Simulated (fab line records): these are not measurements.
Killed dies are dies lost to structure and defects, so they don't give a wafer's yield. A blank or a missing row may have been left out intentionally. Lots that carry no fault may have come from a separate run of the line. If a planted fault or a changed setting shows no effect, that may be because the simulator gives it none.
fab line records    flow n5_finfet
[record] lots = 5  wafers = 15  last_day = 17
route steps=1938 shown BEOL_M1@812 BEOL_M4@1111
lots with no fault: from the same line, run without faults
start_h: hours from the record's opening day to when the first of the lot's shown wafers began    wait_h: hours elapsed since this lot's preceding step    " as in the row above    L1.1+2: several wafers, shown together as one row    - no value, or no start given    * or withheld: withheld    < > ~ a bound
route shown NAME@n: NAME is a module with steps in the file, n the number in the route of the first one    usual: average and standard deviation across the fault-free wafers    same: alike in all rows    chamber/n: place in a boat    sites: readings site by site    _std_site: the values' standard deviation    _edge_site: inner sites' mean taken away from outer sites' mean    radius_mm: how far each site lies from the wafer's centre    mask NAME#n: copy n    behind: the last tool/chamber to shape the wafer    hold: cause of the lot's hold/its duration in hours/its outcome    device: whichever transistor did not switch (one of n, p or np)    end of line: at the end of the route, the tests of the same wafers    a step without rows: its recipe alone    killed: dies lost to structure and defects at the first sort, not the wafer's yield    map: a wafer's dies, marking killed ones x, the rest . and places with no die _
set.NAME: the setting as run; set.NAME@STEP: as run at that earlier step    model.NAME: the simulator's own value behind a step, which no gauge read
lots at selected steps of the route; one table per step, one row per wafer
services: the hour from which a tool's chamber was out of use, counted from the record's first day as start_h (under 0 if before that day), plus the number of hours and why
[[steps]]
[step N5_BEOL_M1_SURFACE_TREAT_85]
[recipe] gas = Ar  time_s = *  ion_energy_ev = *  ion_current_ma_cm2 = 0.5  pressure_mtorr = *  ar_flow_sccm = 30
[step N5_BEOL_M1_CVD_47]
[recipe] material = Co  target_thk_a = 30  temp_c = withheld  precursor = CCTBA/H2  pressure_torr = 30  time_s = 223.8
[step N5_BEOL_M1_SPUTTER_48]
[recipe] material = Cu  target_thk_a = 45  temp_c = -20  chamber_pressure_pa = 0.07  power_w = withheld  time_s = 8.29
[step N5_BEOL_M1_ANNEAL_49]
[recipe] temp_c = 400  time_s = 240  ambient = vacuum
[step N5_BEOL_M1_SPUTTER_79]
[recipe] material = Cu  target_thk_a = 45  temp_c = -20  chamber_pressure_pa = 0.07  power_w = withheld  time_s = 8.29
[usual] chamber_pressure_pa = 0.06999/0.00014  substrate_temp_c = -20.01/0.11  throttle_valve_pct = 30.0/1
lot.wafer  tool            chamber  start_h  wait_h  chamber_pressure_pa  substrate_temp_c  throttle_valve_pct
L920.1     pvd_sputter-03  -        130.30   0.1     0.07019              -19.99            31.0
L920.4     "               -        "        "       0.06996              -20.07            28.2
L920.6     "               -        "        "       0.06992              -20.04            28.3
L927.3     pvd_sputter-01  -        179.91   0.1     0.07008              -20.25            29.1
L927.4     "               -        "        "       0.07017              -19.91            30.3
L927.5     "               -        "        "       0.07013              -19.81            30.0
L934.2     pvd_sputter-03  -        219.30   0.1     0.07                 -20.08            31.1
L934.4     "               -        "        "       0.06989              -19.71            30.2
L934.5     "               -        "        "       0.06989              -20.01            28.5
L936.2     pvd_sputter-02  -        232.84   0.1     0.06993              -19.96            29.5
L936.3     "               -        "        "       0.06994              -20.07            31.4
L936.5     "               -        "        "       0.06988              -20.05            30.9
L937.1     pvd_sputter-01  -        241.89   0.1     0.06997              -19.95            28.7
L937.4     "               -        "        "       0.07025              -20.08            32.1
L937.5     "               -        "        "       0.07006              -19.99            28.6
[step N5_BEOL_M1_ANNEAL_80]
[recipe] temp_c = 400  time_s = 240  ambient = vacuum
[usual] heater_power_w = 849/81
lot.wafer  tool            chamber  start_h  wait_h  heater_power_w
L920.1     pvd_sputter-03  -        130.38   0.0     769
L920.4     "               -        "        "       884
L920.6     "               -        "        "       903
L927.3     pvd_sputter-01  -        180.00   0.0     952
L927.4     "               -        "        "       909
L927.5     "               -        "        "       917
L934.2     pvd_sputter-03  -        219.38   0.0     771
L934.4     "               -        "        "       759
L934.5     "               -        "        "       902
L936.2     pvd_sputter-02  -        232.92   0.0     1035
L936.3     "               -        "        "       728
L936.5     "               -        "        "       835
L937.1     pvd_sputter-01  -        241.97   0.0     960
L937.4     "               -        "        "       776
L937.5     "               -        "        "       962
[step N5_BEOL_M1_SPUTTER_81]
[recipe] material = Cu  target_thk_a = 45  temp_c = -20  chamber_pressure_pa = 0.07  power_w = withheld  time_s = 8.29
[usual] chamber_pressure_pa = 0.06997/0.00014  substrate_temp_c = -19.98/0.098  throttle_valve_pct = 30.0/1
lot.wafer  tool            chamber  start_h  wait_h  chamber_pressure_pa  substrate_temp_c  throttle_valve_pct
L920.1     pvd_sputter-03  -        130.52   0.1     0.07013              -20.07            30.6
L920.4     "               -        "        "       0.06983              -20.13            28.6
L920.6     "               -        "        "       0.06996              -20.12            28.5
L927.3     pvd_sputter-01  -        180.15   0.1     0.06976              -19.94            28.8
L927.4     "               -        "        "       0.06979              -19.95            29.9
L927.5     "               -        "        "       0.0698               -20.01            29.9
L934.2     pvd_sputter-03  -        219.52   0.1     0.06995              -20.09            30.9
L934.4     "               -        "        "       0.07006              -19.94            30.3
L934.5     "               -        "        "       0.06996              -19.89            28.3
L936.2     pvd_sputter-02  -        233.06   0.1     0.06994              -19.99            29.7
L936.3     "               -        "        "       0.06976              -20.06            31.2
L936.5     "               -        "        "       0.07005              -20.03            30.4
L937.1     pvd_sputter-01  -        242.11   0.1     0.06993              -20.04            28.8
L937.4     "               -        "        "       0.07009              -19.99            32.1
L937.5     "               -        "        "       0.06987              -19.97            28.9
[step N5_BEOL_M1_ANNEAL_82]
[recipe] temp_c = 400  time_s = 240  ambient = vacuum
[step N5_BEOL_M1_SPUTTER_86]
[recipe] material = Cu  target_thk_a = 45  temp_c = -20  chamber_pressure_pa = 0.07  power_w = withheld  time_s = 8.29
[step N5_BEOL_M1_ANNEAL_87]
[recipe] temp_c = 400  time_s = 240  ambient = vacuum
[usual] heater_power_w = 850/80
lot.wafer  tool            chamber  start_h  wait_h  heater_power_w
L920.1     pvd_sputter-03  -        130.82   0.0     773
L920.4     "               -        "        "       871
L920.6     "               -        "        "       862
L927.3     pvd_sputter-01  -        180.47   0.0     994
L927.4     "               -        "        "       907
L927.5     "               -        "        "       913
L934.2     pvd_sputter-03  -        219.82   0.0     767
L934.4     "               -        "        "       796
L934.5     "               -        "        "       865
L936.2     pvd_sputter-02  -        233.36   0.0     1034
L936.3     "               -        "        "       728
L936.5     "               -        "        "       832
L937.1     pvd_sputter-01  -        242.41   0.0     982
L937.4     "               -        "        "       794
L937.5     "               -        "        "       980
[step N5_BEOL_M1_SPUTTER_88]
[recipe] material = Cu  target_thk_a = 45  temp_c = -20  chamber_pressure_pa = 0.07  power_w = withheld  time_s = 8.29
[step N5_BEOL_M1_ANNEAL_89]
[recipe] temp_c = 400  time_s = 240  ambient = vacuum
[step N5_BEOL_M1_SPUTTER_90]
[recipe] material = Cu  target_thk_a = 45  temp_c = -20  chamber_pressure_pa = 0.07  power_w = withheld  time_s = 8.29
[usual] chamber_pressure_pa = 0.07/0.00012  substrate_temp_c = -20.00/0.11  throttle_valve_pct = 30.0/1
lot.wafer  tool            chamber  start_h  wait_h  chamber_pressure_pa  substrate_temp_c  throttle_valve_pct
L920.1     pvd_sputter-03  -        131.18   0.1     0.06993              -20.01            30.8
L920.4     "               -        "        "       0.06996              -19.94            28.4
L920.6     "               -        "        "       0.07018              -20.01            28.4
L927.3     pvd_sputter-01  -        180.86   0.1     0.06982              -20.11            28.4
L927.4     "               -        "        "       0.07001              -19.92            30.0
L927.5     "               -        "        "       0.06995              -20.00            30.2
L934.2     pvd_sputter-03  -        220.18   0.1     0.07012              -20.11            31.0
L934.4     "               -        "        "       0.06989              -20.02            30.1
L934.5     "               -        "        "       0.06748              -19.98            28.9
L936.2     pvd_sputter-02  -        233.72   0.1     0.06997              -19.94            29.9
L936.3     "               -        "        "       0.06994              -19.90            31.3
L936.5     "               -        "        "       0.06984              -20.04            30.4
L937.1     pvd_sputter-01  -        242.77   0.1     0.06987              -20.01            29.1
L937.4     "               -        "        "       0.07019              -20.00            31.7
L937.5     "               -        "        "       0.07003              -19.86            28.8
[step N5_BEOL_M1_ANNEAL_91]
[recipe] temp_c = 400  time_s = 240  ambient = vacuum
[usual] heater_power_w = 848/79
lot.wafer  tool            chamber  start_h  wait_h  heater_power_w
L920.1     pvd_sputter-03  -        131.26   0.0     785
L920.4     "               -        "        "       898
L920.6     "               -        "        "       883
L927.3     pvd_sputter-01  -        180.95   0.0     994
L927.4     "               -        "        "       907
L927.5     "               -        "        "       887
L934.2     pvd_sputter-03  -        220.26   0.0     781
L934.4     "               -        "        "       763
L934.5     "               -        "        "       878
L936.2     pvd_sputter-02  -        233.80   0.0     1017
L936.3     "               -        "        "       730
L936.5     "               -        "        "       839
L937.1     pvd_sputter-01  -        242.85   0.0     966
L937.4     "               -        "        "       794
L937.5     "               -        "        "       969
[step N5_BEOL_M4_RC_MEAS_101]
[usual] DIBL_N = 36.0/1.6  DIBL_P = 35.8/2  IOFF_N = 0.152/0.03  IOFF_P = 0.20/0.031  ION_N = 670/12  ION_P = 459/7.4  SS_N = 71.5/0.56  SS_P = 73.2/0.64  VT_N = 251/3.5  VT_P = -252/3.3
lot.wafer  tool       chamber  start_h  wait_h  DIBL_N[mV/V]  DIBL_P[mV/V]  IOFF_N[nA/um]  IOFF_P[nA/um]  ION_N[uA/um]  ION_P[uA/um]  SS_N[mV/dec]  SS_P[mV/dec]  VT_N[mV]  VT_P[mV]
L920.1     prober-02  0        203.67   0.0     35.3          33.7          0.129          0.17           662           457           71.2          72.3          254       -255
L920.4     "          0        "        "       36.3          34.5          0.146          0.18           672           459           71.9          72.6          253       -252
L920.6     "          0        "        "       37.2          35.6          0.158          0.21           677           464           71.4          72.8          251       -251
L927.3     prober-01  0        246.25   0.3     37.4          37.2          0.158          0.20           676           463           72.6          73.1          250       -253
L927.4     "          0        "        "       35.7          35.1          0.136          0.18           684           463           71.2          73.2          250       -253
L927.5     "          0        "        "       34.2          34.1          0.114          0.16           658           457           71.5          71.8          257       -256
L934.2     prober-02  0        284.50   0.2     37.6          37.2          0.168          0.21           667           453           72.0          74.2          252       -253
L934.4     "          0        "        "       38.1          37.7          0.174          0.22           679           465           71.8          73.9          251       -250
L934.5     "          0        "        "       40.1          39.8          0.233          0.26           684           460           72.2          74.7          246       -249
L936.2     prober-02  0        292.00   0.2     35.6          32.7          0.127          0.16           656           443           71.8          73.0          254       -257
L936.3     "          0        "        "       35.2          33.2          0.122          0.15           659           443           71.1          73.0          256       -258
L936.5     "          0        "        "       34.1          32.0          0.109          0.14           673           459           71.4          71.8          257       -258
L937.1     prober-02  0        294.03   0.0     38.4          39.4          0.211          0.26           691           465           71.5          73.6          246       -249
L937.4     "          0        "        "       36.8          36.9          0.173          0.21           679           458           71.2          74.0          249       -250
L937.5     "          0        "        "       39.4          40.1          0.222          0.27           698           474           72.0          74.7          243       -247
[[services]]
tool            chamber  start_h  hours  kind
pvd_sputter-03  -        108.25   5.5    repair
pvd_sputter-01  -        143.59   5.2    repair
[[key]]
[first_sign] step = N5_BEOL_M1_SPUTTER_90  reading = chamber_pressure_pa  direction = down  sigmas = 20  usual = 0.07  struck = 0.06748
effect none on later readings
met_at N5_BEOL_M1_SPUTTER_90
struck_wafers L934.5
onset_between 131.18 220.18
[fault] kind = process_parameter_drift  tool = pvd_sputter-03  chamber = -  onset_h = 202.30  steps = N5_BEOL_M1_SPUTTER_90  channel = chamber_pressure_pa  offset = -0.0026703  shape = step  end_h = 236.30  acts_in = these_recipes_only  stated = 0.07  scope = struck_wafers_only
